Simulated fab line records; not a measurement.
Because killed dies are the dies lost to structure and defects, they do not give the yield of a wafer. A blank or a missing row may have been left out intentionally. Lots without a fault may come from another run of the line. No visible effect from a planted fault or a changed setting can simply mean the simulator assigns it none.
Comparing a struck lot with a sound one || flow n5Finfet || 16 out of 1938 route steps
Sound: these wafers, L480.1, L480.2, L480.4. Wafers struck: L487.2, L487.6. The cause is given at the end.
For every step that has rows: the tool of each side, followed by ch and its chambers, followed by its first start. Under that, the readings that differ: sound wafers || struck wafers || difference of the means || sigmas: that difference in standard deviations of wafers without a fault.
alike: same words and numbers on both sides, and readings whose means sit less than 2 such deviations apart. not compared: any withheld reading, any reading some wafer has no value for, any bound like >300 that may hide the same value, and any number with overlapping values for which the record gives no deviation.
Wherever a step has rows on one side only, a row that says differs or no value, or a row with sigmas, the two part there. Numbers that don't overlap but have no deviation are shown without sigmas and don't part them. A reading that every wafer of one side lacks parts them only if that side has two wafers or more.

N5_HKMG_FIN_CD_MEAS_12: the cd target is 92.8 nm.
  sound on cdSem-03 ch 0, day 6 10:05; struck on cdSem-03 ch 0, day 8 02:05
  alike: cdNm
N5_HKMG_FIN_OVL_MEAS_13:
  sound on overlay-02 ch 0, day 6 10:07; struck on overlay-01 ch 0, day 8 02:07
  alike: NWFM_OVL
N5_HKMG_FIN_INSPECT_14: inspects for defects (macro).
  sound on defectInspect-01 at day 6 10:08; struck on defectInspect-02 at day 8 02:08
  alike: rawDefectCount
N5_HKMG_FIN_DESCUM_17: chemistry O2, time 7.9 s.
  sound on rieDiel-06 ch 1,2,3, day 6 10:43; struck on rieDiel-01 ch 0,3, day 8 02:10
  alike: drypumpMotorCurrentA, oesProductAu, rfVppV, showerheadPlenumPTorr, throttleValvePct
  not compared: rfHoursCounterH
N5_HKMG_FIN_ETCH_31: etches SiARC in CF4, target depth 45.5 nm, time 75.8 s.
  sound on rieDiel-06 ch 1,2,3, day 6 10:45; struck on rieDiel-01 ch 3, day 8 02:13
{"reading": "oesProductAu (a.u.)", "sound": "0.78 0.83 0.75", "struck": "0.60 0.61", "difference": -0.18, "sigmas": -3}
  alike: drypumpMotorCurrentA, etchRfOnTimeS, mfcArSccm, rfVppV, showerheadPlenumPTorr, throttleValvePct
  not compared: rfHoursCounterH
N5_HKMG_FIN_ETCH_32: etches SOC in N2/H2, target depth 240 nm, time 300 s.
  sound on rieDiel-06 ch 1,2,3, day 6 10:49; struck on rieDiel-01 ch 3, day 8 02:16
{"reading": "oesProductAu (a.u.)", "sound": "0.92 0.95 0.88", "struck": "0.71 0.71", "difference": -0.21, "sigmas": -3}
{"reading": "throttleValvePct (%)", "sound": "17.64 17.64 17.81", "struck": "18.28 18.27", "difference": "+0.58", "sigmas": "+2"}
  alike: drypumpMotorCurrentA, rfVppV, showerheadPlenumPTorr
  not compared: rfHoursCounterH
then, 3 steps without rows for these wafers: N5_HKMG_FIN_STRIP_33 (strips in N2/H2); N5_HKMG_FIN_STRIP_34 (strips in CF4); N5_HKMG_FIN_ETCH_35 (etches SOC in N2/H2, target depth 215.8 nm, time 243.4 s).
N5_HKMG_FIN_STRIP_92: strips SOC in N2/H2, time 20 s.
  sound on rieDiel-06 ch 1,2,3, day 6 11:10; struck on rieDiel-01 ch 3, day 8 02:37
{"reading": "oesProductAu (a.u.)", "sound": "0.91 0.96 0.89", "struck": "0.70 0.69", "difference": -0.23, "sigmas": -3}
{"reading": "throttleValvePct (%)", "sound": "19.0 18.6 19.2", "struck": "20.1 20.1", "difference": "+1.2", "sigmas": "+3"}
  alike: drypumpMotorCurrentA, rfVppV, showerheadPlenumPTorr
  not compared: rfHoursCounterH
then, 1 step without rows for these wafers: N5_HKMG_FIN_WET_ETCH_18 (etches TiN in SC1, time 55 s, target depth 5.2 nm, rinse time 30 s).
N5_HKMG_FIN_STRIP_19: strips in N2/H2, time 360 s.
  sound on plasmaAsher-02 ch 0,1, day 6 11:19; struck on plasmaAsher-02 ch 0,1, day 8 02:46
  alike: drypumpMotorCurrentA, heaterPowerW
  not compared: rfHoursCounterH
N5_HKMG_FIN_ALD_91: deposits TiN, target thk 1 nm, pulse time 1 s, purge time 3 s.
  sound on aldMetal-04 ch 0,1,2, day 6 11:43; struck on aldMetal-04 ch 2, day 8 03:09
{"reading": "coReactantPulseTimeS (s)", "sound": "2 2 2", "struck": "1.586 1.586", "difference": -0.414, "sigmas": ""}
{"reading": "susceptorTempC (C)", "sound": "400.17 400.33 399.69", "struck": "- -", "difference": "no value on the struck wafers", "sigmas": ""}
  alike: heaterPowerW, precursorPulseHeightRel
then, 1 step without rows for these wafers: N5_HKMG_FIN_COAT_85 (time 60 s, resist thk 300 nm).
-- record jumps: 4 days separate the struck wafers' starts on either side; left off in module HKMG_FIN, taken up again in module BEOL_M4, whose first shown step is the route's number 1111 --
N5_BEOL_M4_RC_MEAS_101:
  sound on prober-01 ch 0, day 10 19:35; struck on prober-01 ch 0, day 12 02:02
  alike: DIBL_N, DIBL_P, IOFF_N, IOFF_P, ION_N, ION_P, SS_N, SS_P, VT_N, VT_P
then, 1 step without rows for these wafers: N5_PASSIVATION_PROBE_49.

== WHERE THEY PART ==
Earliest at N5_HKMG_FIN_ETCH_31; latest, in this record, at N5_HKMG_FIN_ALD_91. Later steps at which nothing parts them and some readings are alike: N5_BEOL_M4_RC_MEAS_101.

WHY: the cause the simulator had injected
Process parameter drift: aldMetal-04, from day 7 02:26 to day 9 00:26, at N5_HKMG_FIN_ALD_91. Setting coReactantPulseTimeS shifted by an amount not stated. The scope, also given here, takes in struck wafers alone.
